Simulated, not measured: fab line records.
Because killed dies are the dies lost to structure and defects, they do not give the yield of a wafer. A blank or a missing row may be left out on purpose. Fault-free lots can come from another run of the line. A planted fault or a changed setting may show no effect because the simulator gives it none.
Matching of chambers	flow nand_harc	NHARC_A_M1_CMP_23 on cmp-03: 4 sister chambers
The step polishes, t overpolish 20 s, target thk 154.34 nm. 4 wafers are shown with their chamber, then 8 later ones without.

WAFERS, EACH WITH ITS CHAMBER
wafer	chamber	time_to_endpoint_s (s)
L080.3	2	25.9
L080.4	3	32.9
L080.6	1	28.3
L091.1	0	24.9

WAFERS WITHOUT THEIR CHAMBER
wafer	time_to_endpoint_s (s)
L091.2	27.7
L091.3	24.8
L091.4	28.4
L091.5	28.8
L091.6	26.6
L096.1	27.6
L096.2	28.3
L096.4	28.9

CHAMBER TAKEN BY EACH
wafer	from the rows above	in truth
L091.2	1	1
L091.3	0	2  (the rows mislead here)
L091.4	1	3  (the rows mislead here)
L091.5	1	1
L091.6	2	2
L096.1	1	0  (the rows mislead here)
L096.2	1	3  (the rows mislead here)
L096.4	1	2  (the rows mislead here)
Correctly placed: 3 of 8. Not placeable from these rows: 0. Wrongly placed: 5.
How it was worked out, from the rows above alone: a wafer's distance from a chamber is the root of the sum, over the readings, of the square of ((its reading less the chamber's mean) divided by the reading's scatter). The wafer belongs to the nearest chamber; if the next one is less than 2 further off, it can't be placed. The mean given for a chamber averages the wafers shown for that chamber. The scatter: root of mean squared gap, hidden wafer to nearest shown wafer, with one shown wafer a chamber.
